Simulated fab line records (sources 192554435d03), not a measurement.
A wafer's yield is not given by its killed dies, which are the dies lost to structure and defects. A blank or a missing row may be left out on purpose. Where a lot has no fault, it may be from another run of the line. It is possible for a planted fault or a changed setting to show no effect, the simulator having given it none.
One fault through the eyes of 2 desks / flow n5_finfet / each desk holds nothing but its own numbers, with what lay behind them at the end

TOOL OWNER'S DESK, rie_diel-03
The tool's own readings at N5_BEOL_M12_ETCH_59 (etches BARC in N2/H2, target depth 89 nm, overetch 26.7 nm, time 67.9 s): means of the sampled wafers that have a number, for each lot that ran on this tool. Marked OUT: a lot whose mean sits more than 4 standard deviations from the usual mean, which makes it out of limits; the brackets give that distance.
Columns: A = drypump_motor_current_A at N5_BEOL_M12_ETCH_59, usual 5.7 A; B = h2_flow_sccm at N5_BEOL_M12_ETCH_59, usual 200.0 sccm; C = oes_product_au at N5_BEOL_M12_ETCH_59, usual 0.69 a.u.; D = rf_vpp_V at N5_BEOL_M12_ETCH_59, usual 524 V; E = showerhead_plenum_p_Torr at N5_BEOL_M12_ETCH_59, usual 2.54 Torr; F = throttle_valve_pct at N5_BEOL_M12_ETCH_59, usual 17.81 %
lot=L627; first seen here=day 12 01:04; A=5.5; B=200.0; C=0.65; D=521; E=2.43; F=17.88
lot=L629; first seen here=day 12 19:59; A=5.4; B=200.6; C=0.65; D=522; E=2.54; F=17.83
lot=L632; first seen here=day 13 00:02; A=5.3; B=200.3; C=0.66; D=523; E=2.51; F=17.76
lot=L636; first seen here=day 14 18:02; A=5.8; B=220.3 (+33) OUT; C=0.68; D=520; E=2.49; F=18.51
lot=L638; first seen here=day 15 05:08; A=5.4; B=220.2 (+33) OUT; C=0.70; D=523; E=2.59; F=18.36
This desk finds L636, L638 out of limits, L636 being first, at day 14 18:02 (h2_flow_sccm at N5_BEOL_M12_ETCH_59). In limits: L627, L629, L632.

AT THE METROLOGY DESK
What the gauges read for every lot (on any tool): the sampled wafers with a number, averaged. Marked OUT: a lot whose mean sits more than 4 standard deviations from the usual mean, which makes it out of limits; the brackets give that distance.
Columns: A = M11_THK at N5_BEOL_M11_THK_MEAS_53, usual 135 nm; B = M11_RS at N5_BEOL_M11_RS_MEAS_57, usual 0.157 ohm/sq; C = V11_OVL at N5_BEOL_M12_OVL_MEAS_11, usual -2 nm
lot=L622; first seen here=day 10 23:46; A=136; B=0.156; C=1
lot=L624; first seen here=day 11 06:53; A=136; B=0.155; C=-4
lot=L626; first seen here=day 11 14:21; A=138; B=0.154; C=0
lot=L628; first seen here=day 11 22:14; A=138; B=0.152; C=-1
lot=L627; first seen here=day 12 00:10; A=134; B=0.158; C=-8
lot=L630; first seen here=day 12 07:27; A=131; B=0.161; C=2
lot=L629; first seen here=day 12 19:13; A=134; B=0.157; C=-1
lot=L632; first seen here=day 12 23:07; A=132; B=0.162; C=-2
lot=L636; first seen here=day 14 17:16; A=134; B=0.157; C=2
lot=L638; first seen here=day 15 03:47; A=136; B=0.155; C=-7
lot=L641; first seen here=day 15 12:25; A=135; B=0.159; C=3
lot=L642; first seen here=day 15 20:07; A=136; B=0.156; C=-4
This desk's verdict: no lot among the 12 shows anything out of limits.

PUT TOGETHER
At day 14 18:02, on L636, L638, the tool owner's desk was in a position to raise an alarm.
At the metrology desk, nothing out of limits was observed.
The metrology desk has L636, L638 on record, within its limits.
Of the lots named, all ran N5_BEOL_M12_ETCH_59 on rie_diel-03.

WHAT HAD BEEN PUT IN BY THE SIMULATOR
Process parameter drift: rie_diel-03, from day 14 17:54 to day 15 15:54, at N5_BEOL_M12_ETCH_59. Setting h2_flow_sccm, moved by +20, from 200. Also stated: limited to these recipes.
Lots struck among those shown: L636, L638.
How many hours passed from the start of the fault until each desk's first out-of-limits reading: the tool owner's desk, 0.
